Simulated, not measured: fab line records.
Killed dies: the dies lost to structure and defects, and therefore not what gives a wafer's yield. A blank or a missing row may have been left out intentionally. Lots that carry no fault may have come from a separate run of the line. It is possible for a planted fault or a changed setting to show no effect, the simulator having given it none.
Comparing a struck lot with a sound one -- flow n5-finfet -- 40 steps out of a route of 1938
Sound: these wafers, L783.3, L783.4, L783.6. Struck: wafers L774.3, L774.5 (left out: L774.1, a lot-mate that was not struck); the cause follows at the end.
Each step with rows lists, per side, the tool, then ch with its chambers, then its first start. Under that, the readings that differ: sound wafers -- struck wafers -- difference of the means -- sigmas: that difference in standard deviations of wafers without a fault.
alike: same words and numbers on both sides, and readings whose means sit less than 2 such deviations apart. not compared: any withheld reading, any reading some wafer has no value for, any bound like >300 that may hide the same value, and any number with overlapping values for which the record gives no deviation.
The two part at a step that has a row with sigmas, a row that says differs or no value, or rows on one side only. Numbers that don't overlap but have no deviation are shown without sigmas and don't part them. Lack of a reading on every wafer of one side parts them only where that side has two or more wafers.

first, 9 steps without rows for these wafers: N5_FIN_SAQP_EXPOSE_13 (exposes mask FIN CORE, target cd 35.6 nm); N5_FIN_SAQP_PEB_14 (peb time 60 s); N5_FIN_SAQP_DEVELOP_15 (develop time 30 s); N5_FIN_SAQP_DESCUM_21 (chemistry O2, time 7.9 s); N5_FIN_SAQP_ETCH_51 (etches SiARC in CF4, target depth 45.5 nm, time 75.8 s); N5_FIN_SAQP_ETCH_52 (etches SOC in N2/H2, target depth 100 nm, overetch 20 nm, time 150 s); N5_FIN_SAQP_STRIP_53 (strips in N2/H2); N5_FIN_SAQP_HM_OPEN_73 (chemistry CHF3/O2, target SiO2, stops on a-Si, target depth 12 nm, time 16.8 s); N5_FIN_SAQP_STRIP_74 (strips in CHF3/O2).
N5_FIN_SAQP_MANDREL_ETCH_22: etches a-Si in HBr/Cl2, stops on SiNx, target depth 60 nm, bt time 10 s, time 30 s.
  sound on rie-si-04 ch 0,3, day 5 22:01; struck on rie-si-01 ch 0, day 3 17:25
reading,sound,struck,difference,sigmas
oes-product-au (a.u.),0.762 0.776 0.767,0.795 0.798,+0.028,+3
  alike: drypump-motor-current-A, throttle-valve-pct
  not compared: rf-hours-counter-h
then, 25 steps without rows for these wafers: N5_FIN_SAQP_STRIP_55 (strips in N2/H2); N5_FIN_SAQP_STRIP_23 (strips in SPM, time 750 s); N5_FIN_SAQP_SRD_66 (time 30 s); N5_FIN_SAQP_RECESS_75 (chemistry HF/NH3, target SiO2, target depth 14.4 nm, afs cycles 3, sublimation time 60 s); N5_FIN_SAQP_SPACER1_ALD_24 (deposits SiO2, target thk 20.3 nm, pulse time 1 s, purge time 2 s); N5_FIN_SAQP_SPACER1_ETCHBACK_25 (etches SiO2 in CHF3/O2, target depth 24.4 nm, time 12.2 s); N5_FIN_SAQP_MANDREL1_REMOVE_56 (chemistry HBr/Cl2/O2, target a-Si, stops on SiNx, bt time 10 s); N5_FIN_SAQP_ETCH_57 (etches SiNx in CH3F/O2, target depth 32.5 nm, time 46.4 s); N5_FIN_SAQP_ETCH_65 (etches SiO2 in CF4, target depth 4 nm, time 4.4 s); N5_FIN_SAQP_MANDREL_ETCH_58 (etches a-Si in HBr/Cl2, stops on SiNx, target depth 45 nm, bt time 10 s, time 27 s); N5_FIN_SAQP_RECESS_63 (chemistry HF/NH3, target SiO2, target depth 18 nm, afs cycles 3, sublimation time 60 s); N5_FIN_SAQP_COAT_68 (time 60 s, resist thk 100 nm); N5_FIN_SAQP_ETCH_69 (etches SOC in N2/H2, stops on SiNx, target depth 150 nm); N5_FIN_SAQP_ETCH_67 (etches SiNx in CH3F/O2, target depth 30 nm); N5_FIN_SAQP_STRIP_70 (strips in N2/H2); N5_FIN_SAQP_RECESS_71 (chemistry HF/NH3, target SiO2, target depth 3 nm, afs cycles 1, sublimation time 60 s); N5_FIN_SAQP_SPACER2_ALD_28 (deposits SiO2, target thk 8.1 nm, pulse time 1 s, purge time 2 s); N5_FIN_SAQP_SPACER2_ETCHBACK_29 (etches SiO2 in CHF3/O2, target depth 12.2 nm, time 6.1 s); N5_FIN_SAQP_MANDREL2_REMOVE_60 (chemistry HBr/Cl2/O2, target a-Si, stops on SiNx, bt time 10 s); N5_FIN_SAQP_HM_OPEN_33 (chemistry CH3F/O2, target SiNx, target depth 49.4 nm, time 70.6 s); N5_FIN_SAQP_ETCH_34 (etches SiO2 in C4F6/O2, target depth 45 nm, time 15 s); N5_FIN_SAQP_STRIP_77 (strips in N2/H2, time 90 s); N5_FIN_SAQP_ETCH_64 (etches SiO2 in CF4, target depth 1.5 nm); N5_FIN_SAQP_FIN_ETCH_36 (etches the open film in HBr/Cl2/O2, target depth 120 nm, time 50.4 s); N5_FIN_SAQP_PRECLEAN_38 (cleans in O3/DIW, time 45 s).
N5_FIN_SAQP_INSPECT_40: inspects for defects (brightfield).
  sound: defect-inspect-02 at day 6 02:44; struck: defect-inspect-02 at day 3 21:43
reading,sound,struck,difference,sigmas
raw-defect-count,180 244 276,539 568,+320,+5
N5_FIN_CUT_INSPECT_10: inspects for defects (brightfield).
  sound: defect-inspect-01 at day 6 03:07; struck: defect-inspect-02 at day 3 22:07
reading,sound,struck,difference,sigmas
raw-defect-count,25 35 57,355 363,+320,+27
N5_FIN_CUT_INSPECT_17: inspects for defects (brightfield).
  sound: defect-inspect-01 at day 6 04:06; struck: defect-inspect-01 at day 3 23:08
reading,sound,struck,difference,sigmas
raw-defect-count,166 222 233,512 522,+310,+5
-- the record jumps here: 6 days lie between the struck wafers' starts before and after (it left off in module FIN_CUT and takes up again in module BEOL_M4, whose first step shown is number 1111 of the route) --
N5_BEOL_M4_RC_MEAS_101:
  sound on prober-02 ch 0, day 12 06:06; struck on prober-01 ch 0, day 9 22:34
reading,sound,struck,difference,sigmas
SS_N (mV/dec),70.3 70.4 70.7,71.7 71.4,+1.1,+2
  alike: DIBL_N, DIBL_P, IOFF_N, IOFF_P, ION_N, ION_P, SS_P, VT_N, VT_P
-- the record jumps here: 4 days lie between the struck wafers' starts before and after (it left off in module BEOL_M4 and takes up again in module PASSIVATION, whose first step shown is number 1936 of the route) --
N5_PASSIVATION_PROBE_49:
  only the struck wafers here have rows in the record (prober-01, day 14 03:17); the sound ones have none

WHERE THEY PART
Earliest at N5_FIN_SAQP_MANDREL_ETCH_22; latest, in this record, at N5_PASSIVATION_PROBE_49.

WHY: the cause the simulator had injected
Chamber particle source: rie-si-01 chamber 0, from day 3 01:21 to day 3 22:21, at N5_FIN_SAQP_MANDREL_ETCH_22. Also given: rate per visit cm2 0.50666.
